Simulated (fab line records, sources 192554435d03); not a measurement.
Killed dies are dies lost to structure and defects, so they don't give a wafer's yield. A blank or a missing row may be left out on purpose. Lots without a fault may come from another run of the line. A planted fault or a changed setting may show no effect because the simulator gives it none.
Split-lot experiment | flow n5_finfet | 7 lots, 39 wafers read, on a route of 1938 steps

THE SPLIT
At N5_FIN_CUT_CUT_ETCH_26 (etches SiNx in CH3F/O2, target depth 39 nm, time 55.7 s), the setting time_s was moved away from the recipe's 55.7 s on 15 of the 39 wafers read, by -20.1% to +23.6%. The other wafers ran this setting at the recipe's value.

The file shows no step between the split and the reading.

THE READING
SOC_of_FIN_CUT_COAT_18.thk_nm (the simulator's own value, which no gauge read), in nm, at N5_FIN_CUT_CUT_ETCH_15 (etches Si in HBr/Cl2/O2, target depth 100 nm, bt time 10 s, time 42.4 s). The file gives no usual value for it. The 24 wafers here that ran the recipe average 170.1 nm, standard deviation 1.2 nm.

wafer  | tool, chamber at the split | time_s as run, s | against the recipe | SOC_of_FIN_CUT_COAT_18.thk_nm, nm | against lot-mates on the recipe
L074.1 | rie_diel-06, 3             | 55.7             | recipe             | 170.2                             | -
L074.2 | rie_diel-06, 1             | 55.7             | recipe             | 170.8                             | -
L074.6 | rie_diel-06, 1             | 55.7             | recipe             | 170.4                             | -
L076.1 | rie_diel-02, 2             | 55.7             | recipe             | 171.2                             | -
L076.2 | rie_diel-02, 1             | 59.6             | +7.0%              | 170.2                             | -1.2
L076.3 | rie_diel-02, 0             | 59.6             | +7.0%              | 169.4                             | -2.0
L076.4 | rie_diel-02, 3             | 55.7             | recipe             | 171.4                             | -
L076.5 | rie_diel-02, 0             | 55.7             | recipe             | 171.6                             | -
L076.6 | rie_diel-02, 3             | 59.6             | +7.0%              | 169.8                             | -1.6
L086.1 | rie_diel-02, 1             | 55.7             | recipe             | 169.4                             | -
L086.2 | rie_diel-02, 2             | 55.7             | recipe             | 169.6                             | -
L086.3 | rie_diel-02, 3             | 55.7             | recipe             | 168.4                             | -
L086.4 | rie_diel-02, 0             | 55.7             | recipe             | 170.2                             | -
L086.5 | rie_diel-02, 1             | 55.7             | recipe             | 170.4                             | -
L086.6 | rie_diel-02, 0             | 55.7             | recipe             | 169.8                             | -
L089.1 | rie_diel-03, 3             | 63.88            | +14.7%             | 167.6                             | -2.6
L089.2 | rie_diel-03, 2             | 55.7             | recipe             | 169.6                             | -
L089.3 | rie_diel-03, 0             | 63.88            | +14.7%             | 166.8                             | -3.4
L089.4 | rie_diel-03, 0             | 55.7             | recipe             | 170.6                             | -
L089.5 | rie_diel-03, 2             | 55.7             | recipe             | 170.4                             | -
L089.6 | rie_diel-03, 3             | 63.88            | +14.7%             | 167.6                             | -2.6
L091.1 | rie_diel-06, 1             | 44.49            | -20.1%             | 170.6                             | +1.9
L091.2 | rie_diel-06, 3             | 44.49            | -20.1%             | 170.8                             | +2.1
L091.3 | rie_diel-06, 2             | 55.7             | recipe             | 169.6                             | -
L091.4 | rie_diel-06, 0             | 55.7             | recipe             | 167                               | -
L091.5 | rie_diel-06, 1             | 44.49            | -20.1%             | 173.8                             | +5.1
L091.6 | rie_diel-06, 2             | 55.7             | recipe             | 169.6                             | -
L094.1 | rie_diel-03, 3             | 55.7             | recipe             | 170.6                             | -
L094.2 | rie_diel-03, 1             | 45.52            | -18.3%             | 171.4                             | +2.1
L094.3 | rie_diel-03, 0             | 45.52            | -18.3%             | 173.4                             | +4.1
L094.4 | rie_diel-03, 2             | 55.7             | recipe             | 168.8                             | -
L094.5 | rie_diel-03, 3             | 55.7             | recipe             | 168.4                             | -
L094.6 | rie_diel-03, 2             | 45.52            | -18.3%             | 174                               | +4.7
L097.1 | rie_diel-03, 2             | 68.86            | +23.6%             | 167.4                             | -3.7
L097.2 | rie_diel-03, 0             | 55.7             | recipe             | 170.8                             | -
L097.3 | rie_diel-03, 3             | 55.7             | recipe             | 172.6                             | -
L097.4 | rie_diel-03, 1             | 55.7             | recipe             | 170                               | -
L097.5 | rie_diel-03, 3             | 68.86            | +23.6%             | 165.4                             | -5.7
L097.6 | rie_diel-03, 0             | 68.86            | +23.6%             | 167.6                             | -3.5

THE FIT
A straight line over all 39 wafers: SOC_of_FIN_CUT_COAT_18.thk_nm changes by -0.131 nm for each +1% of time_s; r = -0.78; the points scatter about the line by 1.2 nm.
The same after taking each lot's own level away (the mean of its wafers on the recipe; 39 wafers): -0.181 nm for each +1%; r = -0.91; scatter 0.9 nm.
On that fit, the largest move of time_s shifts the reading by 4.3 nm.
The lots' own levels span 168.73 to 171.40 nm, that is 2.3 times the standard deviation above.
So the lot-to-lot level blurs the effect unless lot-mates are compared.
Check: with one of the wafers moved furthest among these (+23.6%) left out of the fit, the line predicts -4.44 nm for it against its lot-mates. It came out at -3.73 nm against them.

OTHER SPLITS ON THESE WAFERS
These wafers also went through other splits before the reading. Each is held against what the fit with the lots' levels taken away leaves over:
other split on the same wafers | wafers away from the commonest value | r with SOC_of_FIN_CUT_COAT_18.thk_nm (lot level and that fit taken away)
N5_WELL_APT_EXPOSE_05 dose_mj  | 15                                   | +0.00

THE WHOLE CHAIN: every reading that the file lists as answering this split, in the file's order
step                   | what it does                                                            | reading                                                                        | change (the file's fit)               | r (the file's)
N5_FIN_CUT_CUT_ETCH_26 | etches SiNx in CH3F/O2, target depth 39 nm, time 55.7 s                 | etch.depth_nm (the simulator's own value, which no gauge read)                 | +0.39 nm for each +1% of the setting  | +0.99
N5_FIN_CUT_CUT_ETCH_26 | etches SiNx in CH3F/O2, target depth 39 nm, time 55.7 s                 | SOC_of_FIN_CUT_COAT_18.thk_nm (the simulator's own value, which no gauge read) | -0.199 nm for each +1% of the setting | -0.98
N5_FIN_CUT_CUT_ETCH_15 | etches Si in HBr/Cl2/O2, target depth 100 nm, bt time 10 s, time 42.4 s | SOC_of_FIN_CUT_COAT_18.thk_nm (the simulator's own value, which no gauge read) | -0.181 nm for each +1% of the setting | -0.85

THE FILE'S OWN FIT
SOC_of_FIN_CUT_COAT_18.thk_nm changes by -0.181 nm for each +1% of time_s, r = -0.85.
